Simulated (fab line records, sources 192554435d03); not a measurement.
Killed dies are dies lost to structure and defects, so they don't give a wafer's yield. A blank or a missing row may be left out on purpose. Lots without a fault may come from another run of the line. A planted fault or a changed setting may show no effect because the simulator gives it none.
Which tool did it? | flow n5_finfet | 12 lots, 36 wafers sampled, at 3 steps of a route of 1938

WHAT THE GAUGES READ, wafer by wafer
N5_SDB_INSPECT_36: inspects for defects (darkfield).
lot  | measured     | on                | raw_defect_count
L075 | day 4 04:08  | defect_inspect-01 | 27 25 20
L077 | day 4 17:26  | defect_inspect-02 | 88 82 46
L079 | day 5 04:38  | defect_inspect-01 | 58 42 46
L081 | day 5 17:29  | defect_inspect-02 | 22 27 36
L083 | day 6 02:16  | defect_inspect-02 | 36 38 77
L085 | day 6 16:35  | defect_inspect-02 | 36 31 35
L086 | day 8 05:14  | defect_inspect-02 | 38 38 39
L089 | day 8 08:01  | defect_inspect-02 | 37 30 24
L093 | day 9 10:59  | defect_inspect-02 | 41 35 44
L094 | day 9 17:37  | defect_inspect-02 | 26 38 19
L092 | day 9 19:58  | defect_inspect-01 | 33 26 29
L097 | day 10 04:44 | defect_inspect-02 | 34 31 53

WHICH TOOL RAN EACH LOT (tool, then ch and the chambers of the sampled wafers, then the start)
lot  | N5_ILD0_CMP_12               | N5_SDB_CUT_ETCH_26
L075 | cmp-02 ch 2,3, day 3 23:22   | rie_si-04 ch 1,2,3, day 4 00:54
L077 | cmp-04 ch 0,1,3, day 4 11:54 | rie_si-04 ch 1,2,3, day 4 14:13
L079 | cmp-04 ch 0,2,3, day 4 23:46 | rie_si-04 ch 0,2, day 5 01:18
L081 | cmp-02 ch 0,2, day 5 12:34   | rie_si-01 ch 2,3, day 5 14:15
L083 | cmp-02 ch 1,2, day 5 21:16   | rie_si-05 ch 0,1, day 5 23:01
L085 | cmp-03 ch 2,3, day 6 11:10   | rie_si-05 ch 0,3, day 6 13:21
L086 | cmp-02 ch 0,1,2, day 7 21:13 | rie_si-05 ch 2,3, day 7 23:07
L089 | cmp-03 ch 0,2,3, day 8 00:40 | rie_si-01 ch 0,1,3, day 8 02:13
L093 | cmp-03 ch 2,3, day 9 06:17   | rie_si-04 ch 1,2,3, day 9 07:45
L094 | cmp-04 ch 1,2,3, day 9 11:50 | rie_si-04 ch 0,1,3, day 9 13:11
L092 | cmp-02 ch 0,3, day 9 14:07   | rie_si-04 ch 0,1, day 9 15:49
L097 | cmp-02 ch 1,2,3, day 9 23:10 | rie_si-01 ch 1,2,3, day 10 01:29
- N5_ILD0_CMP_12: polishes SiNx, stops on poly-Si, t overpolish 6 s, target thk 17.67 nm.
- N5_SDB_CUT_ETCH_26: etches Si in HBr/Cl2/O2, target depth 129.6 nm, bt time 20 s, time 51.8 s.

THE ANSWER, worked out from the rows above alone
Rule: what is usual is taken from the lots themselves. Put in order of their means at a reading, lots are off if they are a third of the lots or fewer, leave a main group of 4 or more, and stand apart from it by a gap of 3 or more times the standard deviation of the main group's means; of several such gaps the widest counts. A main group whose means are all the same, to the digits that the tables above print for the reading, isn't used. A lot without any number at a reading at which 4 lots or more have one is off too. The other lots that the step has rows for count as sound.
No lot is off at any reading shown: from this, nothing can be told.

WHAT THE SIMULATOR HAD PUT IN
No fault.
